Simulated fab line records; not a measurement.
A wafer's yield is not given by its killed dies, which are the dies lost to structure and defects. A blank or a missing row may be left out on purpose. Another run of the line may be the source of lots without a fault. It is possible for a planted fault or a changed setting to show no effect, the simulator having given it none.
A lot that was struck, set against a sound lot + flow nand-harc + 13 out of 1302 route steps
Sound: wafers L561.2, L561.5, L561.6. Wafers L576.1, L576.3 were the ones struck. Last of all comes the cause.
At each step with rows: each side's tool, then ch and its chambers, then its first start. Under that, the readings that differ: sound wafers + struck wafers + difference of the means + sigmas: that difference in standard deviations of wafers without a fault.
alike: readings with means less than 2 such deviations apart, plus words and numbers identical on both sides. not compared: withheld readings, readings lacking a value on some wafer, bounds such as >300 that could conceal the same value, and numbers that have no deviation in the record and whose values overlap.
The two part at a step that has a row with sigmas, a row that says differs or no value, or rows on one side only. Numbers that have no deviation but don't overlap get no sigmas and don't part them. Lack of a reading on every wafer of one side parts them only where that side has two or more wafers.

NHARC_A_WL_FILL_CVD_03: deposits W, target thk 40 nm, time 279 s.
  sound on cvd-w-02 ch 0,1, day 22 04:01; struck on cvd-w-01 ch 0, day 27 18:07
  alike: heater-power-w, throttle-valve-pct
then, 1 step without rows for these wafers: NHARC_A_WL_FILL_ETCHBACK_04 (etches the open film in NF3, target depth 60 nm, time 120 s).
NHARC_A_WL_FILL_ETCHBACK_05: etches the open film in Cl2/BCl3, target depth 22 nm, time 60 s.
  sound on rie-metal-02 ch 0,1, day 22 04:38; struck on rie-metal-02 ch 0,1, day 27 18:44
| reading    | sound             | struck      | difference | sigmas |
|------------|-------------------|-------------|------------|--------|
| temp-c (C) | 40.09 39.99 39.86 | 40.22 40.26 | +0.26      | +2     |
  alike: drypump-motor-current-A, oes-product-au
  not compared: rf-hours-counter-h
NHARC_A_WL_FILL_STRIP_27: strips in N2/H2, time 20 s.
  sound on plasma-asher-02 ch 0,1, day 22 04:46; struck on plasma-asher-02 ch 1, day 27 18:54
  alike: drypump-motor-current-A, heater-power-w, temp-c
  not compared: rf-hours-counter-h
then, 5 steps without rows for these wafers: NHARC_A_WL_FILL_STRIP_28 (strips in post etch residue remover, time 1200 s); NHARC_A_WL_FILL_PRECLEAN_06 (cleans in DIW, time 300 s); NHARC_A_WL_FILL_SRD_07; NHARC_A_WL_FILL_ANNEAL_08 (time 1800 s); NHARC_A_WL_FILL_ALD_10 (deposits SiO2, target thk 50 nm, pulse time 10 s, ald cycles 500).
NHARC_A_WL_FILL_ETCHBACK_16: etches the open film in C4F8/O2/Ar, target depth 120 nm, time 24 s.
  sound: rie-diel-07 ch 0,1,2; struck: rie-diel-11 ch 1,2
  alike: oes-product-au, rf-vpp-V
  not compared: rf-hours-counter-h
NHARC_A_WL_FILL_STRIP_29: strips in O2, time 20 s.
  sound on rie-diel-07 ch 2,3, day 22 17:56; struck on rie-diel-11 ch 0,2, day 28 08:41
  alike: drypump-motor-current-A, oes-product-au, rf-vpp-V, showerhead-plenum-p-Torr, throttle-valve-pct
  not compared: rf-hours-counter-h
NHARC_A_WL_FILL_ETCHBACK_17: etches the open film in Cl2/BCl3, target depth 4 nm, time 26.7 s.
  sound on rie-metal-02 ch 0,1, day 22 18:03; struck on rie-metal-01 ch 0,1, day 28 08:47
| reading               | sound             | struck      | difference | sigmas |
|-----------------------|-------------------|-------------|------------|--------|
| oes-product-au (a.u.) | 1.004 0.991 0.994 | 0.814 0.822 | -0.178     | -25    |
  alike: drypump-motor-current-A
  not compared: rf-hours-counter-h
then, 1 step without rows for these wafers: NHARC_A_WL_FILL_PRECLEAN_18 (cleans in dHF, time 30 s).

## WHERE THEY PART
Earliest at NHARC_A_WL_FILL_ETCHBACK_05; latest, in this record, at NHARC_A_WL_FILL_ETCHBACK_17.

WHY: whatever the simulator had introduced
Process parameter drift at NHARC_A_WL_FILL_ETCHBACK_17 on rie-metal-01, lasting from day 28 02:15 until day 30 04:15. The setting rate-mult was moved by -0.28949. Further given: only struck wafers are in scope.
